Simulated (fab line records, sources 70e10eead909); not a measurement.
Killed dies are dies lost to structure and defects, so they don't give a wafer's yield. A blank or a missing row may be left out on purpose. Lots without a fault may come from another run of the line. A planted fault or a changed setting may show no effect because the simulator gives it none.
fab line records | flow nand_harc
record lots=19 wafers=57 last_day=33
route steps=1302 shown A_STAIRCASE@707
lots that met no fault: from a run of the same line without faults
start_h: hours from the record's first day to the start of the lot's first wafer shown | wait_h: hours since the lot's step before | " the same as in the row above | L1.1+2: a row that stands for several wafers | - no value, or no start given | * or withheld: withheld | < > ~ a bound
route shown NAME@n: a module of which the file shows steps, and the number in the route of the first | usual: mean/standard deviation of fault-free wafers | same: alike in all rows | chamber/n: place in a boat | sites: the reading at each site | _std_site: their standard deviation | _edge_site: outer sites' mean less inner sites' | radius_mm: how far each site lies from the wafer's centre | mask NAME#n: copy n | behind: the tool/chamber that last shaped the wafer | hold: why the lot was held/for how many hours/how that ended | device: the transistor (n, p or np) that didn't switch | end of line: the same wafers' tests at the end of the route | a step without rows: its recipe alone | killed: dies lost to structure and defects at the first sort, not the wafer's yield | map: a wafer's dies, x killed, . not, _ none there
set.NAME: the setting as run; set.NAME@STEP: as run at that earlier step | model.NAME: the simulator's own value behind a step, which no gauge read
steps of the route over a sample of lots; a table a step, a row a wafer
services: from which hour (start_h, from the record's first day; less than 0 if before it) a tool's chamber was out of use, for how many hours, and why
## steps
# step NHARC_A_STAIRCASE_TRIM_193
# recipe time_s=211.2 o2_flow_sccm=500 ar_flow_sccm=0 bias_w=0 chemistry=O2
# usual chamber_pressure_mTorr=60.00/0.062 drypump_motor_current_A=5.9/0.4 oes_product_au=0.997/0.011 rf_vpp_V=57.9/0.88 showerhead_plenum_p_Torr=3.54/0.15 throttle_valve_pct=17.035/0.0085
# same bias_w=0
# columns lot.wafer tool chamber start_h wait_h chamber_pressure_mTorr drypump_motor_current_A oes_product_au rf_hours_counter_h rf_vpp_V showerhead_plenum_p_Torr throttle_valve_pct
L075.4 rie_diel-07 1 - - 60.04 5.9 0.981 16 57.2 3.49 17.031
L075.2 " 0 " " 60.07 6.3 0.981 17 56.5 3.39 17.034
L075.5 " 2 " " 60.02 6.2 0.987 - 58.4 3.67 17.041
L076.4 rie_diel-04 2 - - 60.03 5.6 0.995 1 57.9 3.32 17.029
L076.3 " 1 " " 60.07 5.9 1.014 2 58.3 3.49 17.047
L076.5 " 2 " " 60.01 5.6 0.998 - 57.4 3.32 17.024
L077.2 rie_diel-04 0 - - 60.00 6.2 0.993 5 57.7 3.81 17.027
L077.3 " 1 " " 59.97 5.9 1.016 5 58.7 3.49 17.031
L077.5 " 3 " " 60.04 6.2 0.984 - 57.8 3.56 17.047
L078.1 rie_diel-04 2 - - 60.04 5.6 1.001 9 56.6 3.31 17.040
L078.2 " 3 " " 60.01 6.1 0.989 9 57.7 3.56 17.044
L078.5 " 3 " " 59.97 6.1 0.993 - 56.9 3.56 17.036
L079.4 rie_diel-08 1 - - 60.08 5.9 1.017 7 58.8 3.77 17.039
L079.1 " 3 " " 59.95 5.8 1.004 9 58.3 3.78 17.044
L079.3 " 0 " " 59.93 6.2 1.018 7 57.9 3.57 17.037
L080.3 rie_diel-07 1 - - 60.07 5.9 0.984 38 57.3 3.48 17.038
L080.5 " 3 " " 60.00 5.0 0.991 - 58.1 3.64 17.036
L080.6 " 0 " " 60.07 6.3 0.984 - 57.7 3.38 17.024
L082.3 rie_diel-04 1 - - 60.04 6.0 1.019 19 58.1 3.48 17.041
L082.4 " 0 " " 60.08 6.2 0.988 19 58.0 3.80 17.027
L082.5 " 1 " " 60.02 5.9 1.015 - 57.0 3.48 17.042
L083.2 rie_diel-07 1 - - 59.97 5.9 0.974 48 60.2 3.48 17.035
L083.4 " 0 " " 60.00 6.3 0.995 - 58.0 3.38 17.038
L083.6 " 1 " " 59.93 5.9 0.968 - 57.5 3.48 17.026
L084.4 rie_diel-07 2 - - 59.99 6.2 0.986 53 58.1 3.65 17.023
L084.2 " 0 " " 60.06 6.4 0.988 56 58.9 3.37 17.045
L084.6 " 2 " " 59.93 6.2 0.988 - 58.0 3.65 17.037
L087.2 rie_diel-07 1 - - 59.97 5.9 0.990 2 58.8 3.47 17.021
L087.6 " 3 " " 60.04 5.0 0.985 - 57.8 3.62 17.033
L087.5 " 0 " " 60.00 6.3 1.002 - 58.3 3.37 17.026
L089.3 rie_diel-08 3 - - 60.01 5.8 0.991 49 59.6 3.76 17.041
L089.1 " 0 " " 60.14 6.3 1.000 42 58.6 3.55 17.041
L089.6 " 2 " " 59.90 5.7 1.012 - 57.8 3.53 17.037
L090.3 rie_diel-07 2 - - 59.95 6.2 1.004 8 56.6 3.65 17.045
L090.4 " 1 " " 59.96 5.9 0.995 11 57.3 3.46 17.039
L090.5 " 2 " " 60.07 6.2 0.990 - 59.2 3.65 17.029
L092.3 rie_diel-04 3 - - 60.02 6.1 0.987 50 57.5 3.53 17.036
L092.1 " 0 " " 60.00 6.2 0.995 51 57.6 3.78 17.043
L092.6 " 0 " " 60.00 6.2 1.003 - 56.5 3.78 17.045
L091.3 rie_diel-07 1 - - 59.95 5.9 0.990 13 57.8 3.46 17.036
L091.2 " 2 " " 60.04 6.1 0.998 10 57.4 3.64 17.028
L091.6 " 0 " " 60.00 6.4 0.994 - 57.4 3.36 17.045
L093.3 rie_diel-04 0 - - 60.03 6.2 0.991 1 58.4 3.78 17.040
L093.5 " 0 " " 60.03 6.2 0.989 - 57.8 3.78 17.036
L093.4 " 1 " " 59.94 5.9 1.012 - 59.4 3.47 17.043
L094.2 rie_diel-04 3 - - 59.96 6.2 0.997 5 58.8 3.53 17.021
L094.1 " 0 " " 60.01 6.2 0.995 5 58.6 3.77 17.027
L094.5 " 2 " " 59.95 5.6 0.994 - 57.9 3.29 17.025
L095.2 rie_diel-04 1 - - 60.02 6.0 1.021 8 58.2 3.46 17.039
L095.3 " 2 " " 60.02 5.6 1.009 3 56.0 3.29 17.049
L095.5 " 3 " " 59.99 6.1 0.994 - 57.1 3.53 17.030
L096.3 rie_diel-07 2 - - 59.98 6.2 1.010 36 58.9 3.63 17.035
L096.5 " 2 " " 59.93 6.2 1.007 - 57.4 3.63 17.037
L096.6 " 3 " " 60.02 4.9 1.002 - 59.2 3.60 17.044
L097.4 rie_diel-07 0 - - 59.97 6.3 0.998 37 57.7 3.35 17.049
L097.3 " 1 " " 59.91 5.9 0.990 36 58.4 3.45 17.043
L097.6 " 3 " " 59.92 5.0 1.002 - 58.6 3.60 17.048
# step NHARC_A_STAIRCASE_ETCH_197
# recipe target_depth_a=1000 time_s=40.5 ion_energy_ev=400 c4f8_flow_sccm=20 o2_flow_sccm=10 ar_flow_sccm=withheld rf_w=600 bias_w=1000 chemistry=C4F8/O2
# usual bias_w=1000/3 chamber_pressure_mTorr=24.999/0.021 oes_product_au=0.953/0.017 rf_fwd_power_W=592.1/3 rf_vpp_V=898/5.7
# columns lot.wafer tool chamber start_h wait_h bias_w chamber_pressure_mTorr oes_product_au rf_fwd_power_W rf_hours_counter_h rf_vpp_V
L075.4 rie_diel-08 1 - - 998 25.001 0.970 589.9 53 906
L075.2 " 2 " " 1000 25.013 0.959 588.9 50 897
L075.5 " 0 " " 999 24.985 0.970 589.2 - 897
L076.4 rie_diel-04 1 - - 1000 24.989 0.939 590.7 2 895
L076.3 " 3 " " 1004 24.962 0.944 591.7 1 898
L076.5 " 0 " " 1002 24.993 0.927 591.4 - 905
L077.3 rie_diel-04 2 - - 1003 25.037 0.949 594.0 5 887
L077.2 " 1 " " 993 25.007 0.952 593.2 5 895
L077.5 " 2 " " 1001 25.032 0.939 595.0 - 888
L078.2 rie_diel-04 2 - - 1001 24.990 0.942 598.6 10 887
L078.1 " 0 " " 997 25.002 0.952 593.8 9 906
L078.5 " 1 " " 1002 24.996 0.953 588.9 - 895
L079.4 rie_diel-07 1 - - 999 24.960 0.952 586.1 34 895
L079.3 " 2 " " 1004 25.010 0.953 589.5 34 903
L079.1 " 3 " " 1000 24.996 0.952 592.5 34 901
L080.3 rie_diel-08 0 - - 1001 24.997 0.968 590.0 11 898
L080.6 " 3 " " 998 25.017 0.954 599.3 - 904
L080.5 " 0 " " 1001 24.972 0.960 592.0 - 898
L082.4 rie_diel-04 2 - - 994 25.010 0.953 595.5 21 888
L082.3 " 3 " " 996 24.991 0.932 591.9 21 899
L082.5 " 2 " " 995 24.986 0.948 598.4 - 888
L083.4 rie_diel-04 3 - - 1002 24.984 0.938 594.1 21 897
L083.2 " 0 " " 998 25.003 0.934 595.3 20 906
L083.6 " 2 " " 1001 24.983 0.959 598.1 - 890
L084.4 rie_diel-04 1 - - 1001 24.993 0.962 591.0 26 896
L084.2 " 2 " " 994 25.012 0.958 598.9 29 887
L084.6 " 0 " " 1003 25.062 0.936 594.3 - 903
L087.2 rie_diel-04 3 - - 997 24.995 0.969 588.8 41 898
L087.5 " 2 " " 993 24.966 0.990 596.3 - 887
L087.6 " 3 " " 1002 25.003 0.975 591.7 - 897
L089.3 rie_diel-08 0 - - 1007 25.012 0.951 591.8 42 896
L089.1 " 2 " " 996 24.989 0.947 590.4 43 897
L089.6 " 0 " " 999 24.975 0.962 590.8 - 897
L090.3 rie_diel-07 2 - - 994 25.002 0.928 591.4 8 901
L090.4 " 1 " " 1002 24.969 0.935 586.0 11 893
L090.5 " 2 " " 998 24.977 0.937 589.4 - 901
L092.1 rie_diel-04 1 - - 1002 25.005 0.963 592.2 49 893
L092.3 " 2 " " 998 24.971 0.958 596.0 48 887
L092.6 " 0 " " 1000 25.060 0.927 591.8 - 905
L091.3 rie_diel-04 2 - - 1003 24.977 0.968 597.3 48 888
L091.2 " 0 " " 996 24.994 0.976 596.7 52 904
L091.6 " 2 " " 1002 25.008 0.969 598.1 - 887
L093.3 rie_diel-07 3 - - 1002 25.006 0.968 592.2 18 899
L093.4 " 0 " " 996 25.027 0.958 592.5 21 889
L093.5 " 2 " " 1002 24.972 0.950 588.2 - 900
L094.1 rie_diel-08 3 - - 1001 24.983 0.990 594.6 1 903
L094.2 " 2 " " 998 24.974 0.959 589.8 1 896
L094.5 " 0 " " 1002 25.008 0.977 591.1 - 896
L095.3 rie_diel-04 1 - - 997 25.014 0.946 594.5 8 892
L095.2 " 2 " " 1004 25.023 0.938 595.0 3 887
L095.5 " 0 " " 1002 24.988 0.941 594.3 - 903
L096.3 rie_diel-08 2 - - 1004 25.002 0.949 588.5 14 896
L096.5 " 2 " " 1003 24.975 0.961 589.5 - 896
L096.6 " 3 " " 1001 24.985 0.975 593.6 - 904
L097.4 rie_diel-07 1 - - 993 25.007 0.923 588.4 36 893
L097.3 " 0 " " 1003 25.037 0.942 594.9 37 890
L097.6 " 2 " " 1001 25.022 0.957 594.1 - 901
# step NHARC_A_STAIRCASE_DESCUM_219
# recipe time_s=3 o2_flow_sccm=200 ar_flow_sccm=0 bias_power_w=0 chemistry=O2
# usual chamber_pressure_mTorr=60.00/0.051 drypump_motor_current_A=5.9/0.42 oes_product_au=0.998/0.011 rf_vpp_V=57.9/0.86 showerhead_plenum_p_Torr=1.94/0.082 throttle_valve_pct=11.311/0.0097
# columns lot.wafer tool chamber start_h wait_h chamber_pressure_mTorr drypump_motor_current_A oes_product_au rf_hours_counter_h rf_vpp_V showerhead_plenum_p_Torr throttle_valve_pct
L075.4 rie_diel-07 0 361.89 - 59.96 6.3 0.989 17 57.8 1.83 11.307
L075.2 " 1 " " 60.04 5.9 0.986 17 59.3 1.89 11.319
L075.5 " 3 " " 59.96 4.9 0.994 - 55.9 1.98 11.323
L076.4 rie_diel-07 0 375.37 - 60.01 6.3 0.995 22 56.9 1.83 11.314
L076.3 " 3 " " 60.02 4.9 0.995 23 58.6 1.98 11.300
L076.5 " 0 " " 60.07 6.3 0.992 - 58.1 1.83 11.310
L077.3 rie_diel-08 1 388.63 - 59.91 5.9 1.019 2 58.0 2.06 11.310
L077.2 " 2 " " 60.03 5.6 1.007 2 58.0 1.93 11.317
L077.5 " 2 " " 59.91 5.6 1.006 - 55.9 1.93 11.308
L078.2 rie_diel-08 0 400.65 - 60.03 6.2 1.013 8 57.5 1.94 11.316
L078.1 " 1 " " 59.96 5.9 1.016 7 58.4 2.06 11.316
L078.5 " 0 " " 59.98 6.2 1.013 - 59.0 1.94 11.305
L079.3 rie_diel-07 0 402.36 - 59.96 6.3 0.986 35 57.9 1.83 11.309
L079.1 " 1 " " 59.98 5.9 0.982 35 57.9 1.89 11.314
L079.4 " 2 " " 60.00 6.1 0.986 34 58.5 1.99 11.301
L080.3 rie_diel-04 2 414.32 - 59.95 5.6 1.001 14 57.2 1.79 11.325
L080.5 " 1 " " 60.04 5.9 1.001 - 57.6 1.89 11.307
L080.6 " 2 " " 60.07 5.6 0.998 - 57.5 1.79 11.314
L082.4 rie_diel-04 0 435.91 - 60.07 6.2 0.990 20 58.3 2.07 11.309
L082.3 " 1 " " 60.00 5.9 1.015 20 58.4 1.89 11.315
L082.5 " 0 " " 60.07 6.2 1.005 - 58.3 2.07 11.308
L083.2 rie_diel-08 1 436.22 - 60.08 5.9 1.004 20 58.9 2.05 11.304
L083.4 " 2 " " 59.96 5.6 1.011 15 59.1 1.92 11.302
L083.6 " 0 " " 59.94 6.2 1.000 - 58.4 1.93 11.294
L084.4 rie_diel-08 3 462.12 - 59.94 5.8 1.010 36 58.4 2.05 11.314
L084.2 " 1 " " 59.96 5.9 1.016 28 56.9 2.05 11.303
L084.6 " 3 " " 60.02 5.8 1.014 - 57.7 2.05 11.323
L087.2 rie_diel-08 3 496.24 - 60.08 5.8 1.006 45 58.9 2.05 11.313
L087.6 " 1 " " 60.06 5.9 1.002 - 56.5 2.04 11.316
L087.5 " 2 " " 60.09 5.6 1.004 - 58.3 1.92 11.308
L089.1 rie_diel-08 1 506.96 - 60.00 5.9 0.996 44 57.9 2.04 11.311
L089.3 " 3 " " 59.93 5.8 0.996 49 58.0 2.05 11.322
L089.6 " 0 " " 59.94 6.2 1.011 - 58.0 1.93 11.304
L090.3 rie_diel-04 2 519.29 - 59.89 5.6 1.004 46 57.0 1.78 11.313
L090.4 " 3 " " 59.95 6.1 0.988 47 55.6 1.92 11.290
L090.5 " 0 " " 59.98 6.2 0.992 - 58.2 2.06 11.305
L092.3 rie_diel-07 1 527.24 - 59.97 5.9 0.989 13 57.0 1.88 11.294
L092.1 " 2 " " 59.98 6.1 0.989 10 58.5 1.98 11.323
L092.6 " 3 " " 59.99 4.9 0.987 - 58.3 1.97 11.308
L091.3 rie_diel-07 0 528.50 - 60.07 6.3 0.992 14 57.9 1.82 11.313
L091.2 " 2 " " 59.97 6.2 0.991 11 57.9 1.98 11.307
L091.6 " 1 " " 60.05 5.9 0.989 - 57.5 1.88 11.320
L093.3 rie_diel-04 1 549.81 - 59.98 5.9 1.017 2 55.7 1.88 11.302
L093.4 " 1 " " 60.05 6.0 1.009 - 56.7 1.88 11.315
L093.5 " 3 " " 60.02 6.1 1.001 - 58.8 1.92 11.307
L094.2 rie_diel-07 2 563.13 - 59.92 6.1 0.995 24 58.3 1.98 11.310
L094.1 " 3 " " 59.99 4.9 0.989 25 57.6 1.96 11.320
L094.5 " 1 " " 60.03 5.9 0.993 - 58.5 1.87 11.306
L095.3 rie_diel-07 3 571.16 - 60.06 4.9 0.985 27 58.1 1.96 11.310
L095.2 " 2 " " 60.05 6.1 1.000 26 58.1 1.98 11.303
L095.5 " 0 " " 60.06 6.3 0.994 - 58.3 1.81 11.313
L096.3 rie_diel-07 2 596.05 - 60.09 6.2 1.011 37 56.6 1.97 11.327
L096.6 " 0 " " 59.97 6.3 0.990 - 58.6 1.81 11.297
L096.5 " 1 " " 59.86 5.9 0.996 - 57.2 1.87 11.317
L097.3 rie_diel-08 0 596.47 - 60.00 6.2 0.995 13 58.4 1.92 11.308
L097.4 " 2 " " 60.08 5.6 0.999 15 57.5 1.90 11.319
L097.6 " 0 " " 59.97 6.2 0.987 - 57.7 1.92 11.324
# step NHARC_A_STAIRCASE_ETCH_225
# recipe target_depth_a=1000 time_s=40.5 ion_energy_ev=400 c4f8_flow_sccm=20 o2_flow_sccm=10 ar_flow_sccm=withheld rf_w=600 bias_w=1000 chemistry=C4F8/O2
# usual bias_w=1000/3.2 chamber_pressure_mTorr=25.001/0.024 oes_product_au=0.942/0.012 rf_fwd_power_W=591.4/2.7 rf_vpp_V=898/4.9
# columns lot.wafer tool chamber start_h wait_h bias_w chamber_pressure_mTorr oes_product_au rf_fwd_power_W rf_hours_counter_h rf_vpp_V
L075.2 rie_diel-07 1 - - 1005 24.972 0.929 589.1 17 895
L075.4 " 2 " " 1002 25.013 0.940 593.3 18 901
L075.5 " 3 " " 998 25.003 0.945 594.3 - 900
L076.3 rie_diel-07 1 - - 1002 24.994 0.933 586.6 24 893
L076.4 " 2 " " 1000 24.974 0.946 592.4 25 900
L076.5 " 1 " " 999 24.979 0.935 589.3 - 895
L077.2 rie_diel-08 0 - - 999 25.016 0.970 587.8 3 899
L077.3 " 1 " " 996 25.008 0.951 590.3 3 904
L077.5 " 3 " " 999 25.045 0.961 598.7 - 902
L078.1 rie_diel-08 3 - - 996 24.995 0.929 592.6 10 905
L078.2 " 1 " " 1001 25.001 0.946 590.8 7 905
L078.5 " 1 " " 997 25.050 0.947 591.8 - 904
L079.3 rie_diel-07 3 - - 1000 25.018 0.925 593.2 35 901
L079.4 " 0 " " 996 24.980 0.920 590.2 36 891
L079.1 " 1 " " 1004 25.036 0.916 586.6 35 895
L080.3 rie_diel-04 3 - - 994 25.006 0.934 591.9 15 896
L080.6 " 1 " " 1002 24.990 0.941 591.2 - 894
L080.5 " 2 " " 1003 25.018 0.948 597.5 - 888
L082.4 rie_diel-04 1 - - 1006 24.989 0.959 590.3 20 894
L082.3 " 3 " " 1002 24.970 0.953 592.9 22 898
L082.5 " 1 " " 1007 25.002 0.955 592.9 - 894
L083.4 rie_diel-08 0 - - 1001 24.988 0.961 589.3 22 899
L083.2 " 2 " " 1003 25.040 0.937 588.6 16 897
L083.6 " 3 " " 1002 24.999 0.947 591.5 - 905
L084.2 rie_diel-08 2 - - 1001 24.954 0.943 591.8 28 898
L084.4 " 3 " " 1002 25.012 0.952 596.4 36 904
L084.6 " 1 " " 997 24.998 0.956 591.8 - 904
L087.2 rie_diel-08 0 - - 1002 24.958 0.954 589.1 38 895
L087.6 " 1 " " 1001 24.955 0.947 588.7 - 903
L087.5 " 2 " " 1000 24.987 0.948 590.5 - 897
L089.3 rie_diel-08 1 - - 1005 24.992 0.941 591.1 45 904
L089.1 " 2 " " 999 25.026 0.945 591.3 44 896
L089.6 " 2 " " 996 24.994 0.942 590.1 - 895
L090.3 rie_diel-04 2 - - 1002 24.955 0.960 596.5 46 886
L090.4 " 3 " " 993 25.014 0.956 591.4 47 897
L090.5 " 2 " " 1004 24.991 0.978 600.2 - 887
L092.1 rie_diel-07 2 - - 1002 25.030 0.951 593.1 10 901
L092.3 " 0 " " 1006 24.997 0.933 590.7 14 889
L092.6 " 2 " " 1004 25.013 0.947 591.4 - 900
L091.2 rie_diel-07 0 - - 996 24.973 0.934 587.6 14 890
L091.3 " 2 " " 1000 24.980 0.957 591.6 11 900
L091.6 " 0 " " 996 24.996 0.934 588.7 - 890
L093.3 rie_diel-04 0 - - 997 25.004 0.937 594.0 2 905
L093.5 " 1 " " 997 24.955 0.956 591.6 - 893
L093.4 " 3 " " 999 25.014 0.930 592.8 - 897
L094.2 rie_diel-07 1 - - 999 24.966 0.922 591.6 24 893
L094.1 " 3 " " 996 25.025 0.955 592.9 25 897
L094.5 " 2 " " 999 24.978 0.938 592.2 - 900
L095.2 rie_diel-07 2 - - 998 25.054 0.949 588.8 26 901
L095.3 " 1 " " 1006 24.997 0.935 586.1 26 894
L095.5 " 3 " " 994 25.018 0.939 594.0 - 901
L096.3 rie_diel-07 2 - - 998 25.043 0.950 588.3 37 900
L096.5 " 3 " " 1002 25.028 0.941 594.2 - 898
L096.6 " 0 " " 1001 24.975 0.943 590.6 - 889
L097.4 rie_diel-08 0 - - 992 24.997 0.948 589.6 13 897
L097.3 " 2 " " 1000 24.992 0.937 588.9 15 895
L097.6 " 0 " " 997 24.982 0.941 590.0 - 896
# step NHARC_A_STAIRCASE_STRIP_238
# recipe power_w=1500 temp_c=250 chemistry=O2
# usual drypump_motor_current_A=5.7/0.34 heater_power_w=348/26
# columns lot.wafer tool chamber start_h wait_h drypump_motor_current_A heater_power_w rf_hours_counter_h
L075.2 plasma_asher-01 1 364.13 0.1 5.9 387 4
L075.4 " 1 " " 5.9 394 -
L075.5 " 0 " " 6.1 346 -
L076.4 plasma_asher-02 1 377.64 0.2 5.3 323 -
L076.3 " 0 " " 5.5 336 -
L076.5 " 1 " " 5.3 317 -
L077.2 plasma_asher-02 0 390.83 0.1 5.5 340 28
L077.3 " 1 " " 5.3 321 -
L077.5 " 0 " " 5.5 339 -
L078.2 plasma_asher-01 0 403.64 0.1 6.2 347 9
L078.1 " 1 " " 5.9 380 9
L078.5 " 0 " " 6.2 351 -
L079.1 plasma_asher-01 1 405.79 0.1 5.9 388 10
L079.4 " 0 " " 6.2 343 -
L079.3 " 1 " " 5.9 391 -
L080.3 plasma_asher-01 0 418.44 0.2 6.2 360 -
L080.5 " 1 " " 5.9 388 -
L080.6 " 0 " " 6.2 347 -
L082.4 plasma_asher-01 1 438.79 0.8 5.9 389 -
L082.3 " 0 " " 6.2 355 -
L082.5 " 0 " " 6.2 354 -
L083.2 plasma_asher-01 1 439.03 0.7 5.9 383 21
L083.4 " 0 " " 6.1 345 -
L083.6 " 1 " " 5.9 390 -
L084.2 plasma_asher-02 0 464.28 0.1 5.5 347 4
L084.4 " 1 " " 5.3 320 -
L084.6 " 0 " " 5.5 350 -
L087.2 plasma_asher-01 0 498.41 0.1 6.2 362 33
L087.6 " 0 " " 6.2 355 -
L087.5 " 1 " " 5.9 389 -
L089.1 plasma_asher-02 1 509.99 0.1 5.3 306 13
L089.3 " 1 " " 5.3 318 -
L089.6 " 1 " " 5.3 322 -
L090.4 plasma_asher-02 1 521.84 0.2 5.3 308 -
L090.3 " 0 " " 5.5 349 -
L090.5 " 0 " " 5.5 349 -
L092.1 plasma_asher-02 0 529.39 0.1 5.5 345 18
L092.3 " 1 " " 5.3 314 -
L092.6 " 0 " " 5.5 350 -
L091.2 plasma_asher-01 0 530.67 0.1 6.2 341 0
L091.3 " 1 " " 5.9 387 -
L091.6 " 0 " " 6.2 346 -
L093.3 plasma_asher-02 1 552.39 0.2 5.3 316 -
L093.4 " 0 " " 5.5 343 -
L093.5 " 1 " " 5.3 310 -
L094.1 plasma_asher-01 0 565.39 0.1 6.1 341 6
L094.2 " 1 " " 5.9 395 6
L094.5 " 0 " " 6.2 345 -
L095.2 plasma_asher-01 1 573.33 0.1 5.9 390 8
L095.3 " 1 " " 5.9 388 -
L095.5 " 0 " " 6.2 338 -
L096.3 plasma_asher-02 0 598.37 0.2 5.5 347 -
L096.5 " 0 " " 5.5 345 -
L096.6 " 1 " " 5.3 316 -
L097.4 plasma_asher-02 1 598.73 0.2 5.3 312 -
L097.3 " 0 " " 5.5 349 -
L097.6 " 1 " " 5.3 317 -
# step NHARC_A_STAIRCASE_ETCH_451
# recipe target_depth_a=300 overetch_a=30 time_s=16.5 ion_energy_ev=100 cf4_flow_sccm=80 o2_flow_sccm=20 ar_flow_sccm=0 rf_w=300 bias_w=100 chemistry=CF4/O2
# usual bias_w=100.0/0.3 chamber_pressure_mTorr=30.000/0.027 drypump_motor_current_A=5.9/0.38 oes_product_au=0.995/0.0091 rf_fwd_power_W=293.3/1.5 rf_vpp_V=198.3/1.4 showerhead_plenum_p_Torr=1.36/0.054 throttle_valve_pct=13.397/0.0094
# columns lot.wafer tool chamber start_h wait_h bias_w chamber_pressure_mTorr drypump_motor_current_A oes_product_au rf_fwd_power_W rf_hours_counter_h rf_vpp_V showerhead_plenum_p_Torr throttle_valve_pct
L075.2 rie_diel-07 2 - - 100.1 30.001 6.1 0.992 292.6 23 199.3 1.39 13.393
L075.4 " 3 " " 100.2 30.050 4.9 1.001 295.0 23 199.0 1.38 13.407
L075.5 " 0 " " 99.9 30.008 6.3 0.998 293.6 - 196.2 1.28 13.388
L076.3 rie_diel-07 3 - - 100.7 29.995 4.9 1.001 294.6 26 198.3 1.38 13.399
L076.4 " 1 " " 100.1 29.940 5.9 0.984 293.3 26 198.8 1.32 13.387
L076.5 " 3 " " 100.1 29.996 4.9 1.003 294.2 - 198.1 1.38 13.390
L077.3 rie_diel-08 2 - - 99.6 30.027 5.6 1.004 292.3 8 197.6 1.34 13.406
L077.2 " 3 " " 99.7 30.031 5.8 0.999 296.4 8 200.8 1.44 13.406
L077.5 " 1 " " 100.4 29.947 5.9 1.010 293.8 - 200.7 1.43 13.382
L078.2 rie_diel-04 3 - - 100.2 29.946 6.1 0.990 293.1 12 198.3 1.35 13.390
L078.1 " 1 " " 99.7 30.033 5.9 1.000 293.5 12 196.1 1.32 13.393
L078.5 " 3 " " 100.2 29.972 6.1 0.987 293.1 - 199.5 1.35 13.415
L079.3 rie_diel-04 0 - - 100.0 29.961 6.2 0.991 294.1 12 199.6 1.44 13.383
L079.4 " 1 " " 99.9 29.990 5.9 1.007 292.3 13 198.2 1.32 13.381
L079.1 " 2 " " 100.2 29.971 5.6 1.007 296.5 14 196.1 1.25 13.404
L080.3 rie_diel-04 1 - - 100.5 29.970 5.9 1.002 292.7 16 197.3 1.32 13.417
L080.6 " 0 " " 99.7 29.966 6.2 0.997 293.6 - 200.0 1.44 13.398
L080.5 " 1 " " 100.4 30.029 5.9 1.012 291.7 - 197.2 1.32 13.403
L083.2 rie_diel-04 3 - - 99.8 30.016 6.1 1.007 295.0 24 199.2 1.34 13.400
L083.4 " 0 " " 99.4 29.993 6.2 0.990 294.7 22 198.2 1.44 13.405
L083.6 " 3 " " 99.4 30.019 6.1 0.982 294.6 - 196.5 1.34 13.403
L082.4 rie_diel-07 3 - - 99.8 30.019 4.9 0.998 293.7 50 200.1 1.38 13.404
L082.3 " 0 " " 99.9 29.993 6.4 0.994 293.4 53 195.2 1.27 13.389
L082.5 " 3 " " 100.0 29.972 4.9 0.985 294.8 - 199.2 1.37 13.412
L084.2 rie_diel-07 1 - - 99.4 29.985 5.8 0.987 293.5 58 197.6 1.31 13.387
L084.6 " 2 " " 100.3 29.991 6.1 0.999 292.9 - 198.0 1.38 13.380
L084.4 " 1 " " 99.6 30.002 5.9 0.984 293.6 - 198.1 1.31 13.390
L087.2 rie_diel-07 3 - - 99.8 29.941 4.9 0.995 294.4 6 197.7 1.37 13.405
L087.6 " 1 " " 100.2 29.952 5.9 1.006 291.4 - 196.9 1.31 13.403
L087.5 " 2 " " 99.6 29.964 6.2 1.002 291.1 - 199.1 1.38 13.397
L089.3 rie_diel-04 0 - - 100.1 30.024 6.2 0.984 293.1 47 199.9 1.43 13.414
L089.1 " 2 " " 100.0 29.980 5.6 0.998 298.1 44 194.9 1.24 13.397
L089.6 " 1 " " 99.9 30.010 5.9 1.006 292.3 - 196.1 1.31 13.398
L090.3 rie_diel-07 0 - - 99.9 30.002 6.3 0.993 291.7 14 197.2 1.27 13.395
L090.4 " 3 " " 100.1 29.974 4.9 0.991 293.3 12 199.0 1.37 13.397
L090.5 " 1 " " 100.0 30.006 5.9 0.988 290.9 - 197.5 1.31 13.388
L092.1 rie_diel-07 1 - - 100.1 30.015 5.9 0.982 293.9 15 197.0 1.31 13.390
L092.3 " 0 " " 99.9 30.019 6.3 1.000 293.4 15 197.5 1.27 13.403
L092.6 " 1 " " 99.9 29.994 5.9 0.992 292.6 - 196.9 1.31 13.395
L091.3 rie_diel-07 3 - - 100.2 29.954 4.9 0.983 293.8 14 197.6 1.37 13.396
L091.2 " 0 " " 99.9 30.031 6.3 0.987 292.4 16 197.6 1.27 13.382
L091.6 " 1 " " 99.9 30.028 5.8 0.994 292.3 - 198.9 1.31 13.406
L093.4 rie_diel-07 2 - - 100.1 29.975 6.1 1.000 292.3 23 198.2 1.38 13.411
L093.3 " 3 " " 100.0 30.007 4.9 1.000 296.0 23 198.0 1.37 13.399
L093.5 " 1 " " 100.1 29.985 5.9 0.990 293.6 - 197.0 1.31 13.391
L094.1 rie_diel-08 1 - - 99.8 30.051 5.9 0.980 291.1 3 198.6 1.42 13.394
L094.2 " 2 " " 99.4 30.023 5.6 0.995 292.3 4 198.1 1.33 13.408
L094.5 " 2 " " 99.6 30.034 5.6 0.991 293.2 - 197.0 1.33 13.381
L095.2 rie_diel-08 0 - - 100.5 30.022 6.2 0.996 291.6 8 197.3 1.34 13.391
L095.3 " 1 " " 99.9 29.971 5.9 0.981 291.9 9 200.5 1.42 13.389
L095.5 " 1 " " 100.1 30.026 5.9 0.978 292.1 - 199.5 1.42 13.405
L096.3 rie_diel-08 3 - - 100.1 29.984 5.8 1.005 295.0 14 199.6 1.42 13.400
L096.6 " 0 " " 99.6 30.002 6.2 0.986 291.3 - 197.4 1.34 13.381
L096.5 " 1 " " 99.9 30.032 5.9 0.993 291.0 - 199.2 1.42 13.389
L097.3 rie_diel-08 2 - - 99.9 30.012 5.6 1.011 291.8 17 198.2 1.33 13.412
L097.6 " 2 " " 99.7 30.021 5.6 1.005 292.8 - 197.0 1.33 13.387
L097.4 " 0 " " 99.4 30.014 6.2 0.990 292.9 - 197.9 1.34 13.394
## services
# columns tool chamber start_h hours kind
rie_diel-04 2 338.78 6.7 repair
plasma_asher-01 - 342.24 9.0 pm
rie_diel-07 0 354.34 - clean
rie_diel-07 1 354.34 - clean
rie_diel-07 2 354.34 - clean
rie_diel-07 3 354.34 - clean
rie_diel-04 - 357.44 9.0 pm
rie_diel-08 - 368.00 9.0 pm
rie_diel-07 0 378.84 - clean
rie_diel-07 1 378.84 - clean
rie_diel-07 2 378.84 - clean
rie_diel-07 3 378.84 - clean
plasma_asher-01 - 392.90 1.3 repair
rie_diel-08 2 400.04 4.7 repair
rie_diel-07 0 403.34 - clean
rie_diel-08 - 404.81 0.3 repair
plasma_asher-02 - 425.55 11.1 repair
rie_diel-07 - 473.84 9.0 pm
rie_diel-08 3 509.73 6.1 repair
plasma_asher-01 - 519.24 9.0 pm
rie_diel-04 - 534.44 9.0 pm
rie_diel-08 - 545.00 9.0 pm
rie_diel-04 1 581.89 3.3 repair
rie_diel-08 3 607.24 8.4 repair
## key
fault none
